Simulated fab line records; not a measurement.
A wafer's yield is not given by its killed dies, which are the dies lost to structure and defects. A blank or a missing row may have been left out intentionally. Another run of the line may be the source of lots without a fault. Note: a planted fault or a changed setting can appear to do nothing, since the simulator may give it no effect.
Matching of chambers / flow nand_harc / 4 sister chambers for NHARC_A_CHANNEL_HOLE_D1_ETCH_38 on rie_diel-03
The step etches the open film in CF4, target depth 39 nm, time 65 s. 4 wafers are shown with their chamber, then 10 later ones without.

== WAFERS, EACH WITH ITS CHAMBER ==
wafer=L089.6; chamber=2; drypump_motor_current_A (A)=5.3
wafer=L088.1; chamber=1; drypump_motor_current_A (A)=6.0
wafer=L090.1; chamber=0; drypump_motor_current_A (A)=5.9
wafer=L090.3; chamber=3; drypump_motor_current_A (A)=5.5

== WAFERS WITH NO CHAMBER GIVEN ==
wafer=L090.6; drypump_motor_current_A (A)=5.9
wafer=L094.1; drypump_motor_current_A (A)=5.4
wafer=L094.3; drypump_motor_current_A (A)=5.5
wafer=L094.5; drypump_motor_current_A (A)=5.6
wafer=L096.1; drypump_motor_current_A (A)=5.5
wafer=L096.5; drypump_motor_current_A (A)=5.9
wafer=L096.6; drypump_motor_current_A (A)=5.5
wafer=L097.2; drypump_motor_current_A (A)=5.9
wafer=L097.3; drypump_motor_current_A (A)=5.5
wafer=L097.5; drypump_motor_current_A (A)=5.9

== THE CHAMBER EACH PASSED THROUGH ==
wafer=L090.6; from the rows above=0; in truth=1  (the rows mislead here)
wafer=L094.1; from the rows above=can't be placed: 3 or 2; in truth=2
wafer=L094.3; from the rows above=3; in truth=3
wafer=L094.5; from the rows above=3; in truth=3
wafer=L096.1; from the rows above=3; in truth=3
wafer=L096.5; from the rows above=0; in truth=0
wafer=L096.6; from the rows above=3; in truth=3
wafer=L097.2; from the rows above=0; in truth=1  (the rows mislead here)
wafer=L097.3; from the rows above=3; in truth=3
wafer=L097.5; from the rows above=0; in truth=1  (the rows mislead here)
Correctly placed: 6 of 10. Unplaceable from these rows: 1, with the true chamber sitting among the candidates in 1. Placed wrongly: 3.
How it was worked out, from the rows above alone: a wafer's distance from a chamber is the root of the sum, over the readings, of the square of ((its reading less the chamber's mean) divided by the reading's scatter). The wafer belongs to the nearest chamber; if the next one is less than 2 further off, it can't be placed. The mean given for a chamber averages the wafers shown for that chamber. The scatter: root of mean squared gap, hidden wafer to nearest shown wafer, with one shown wafer a chamber.
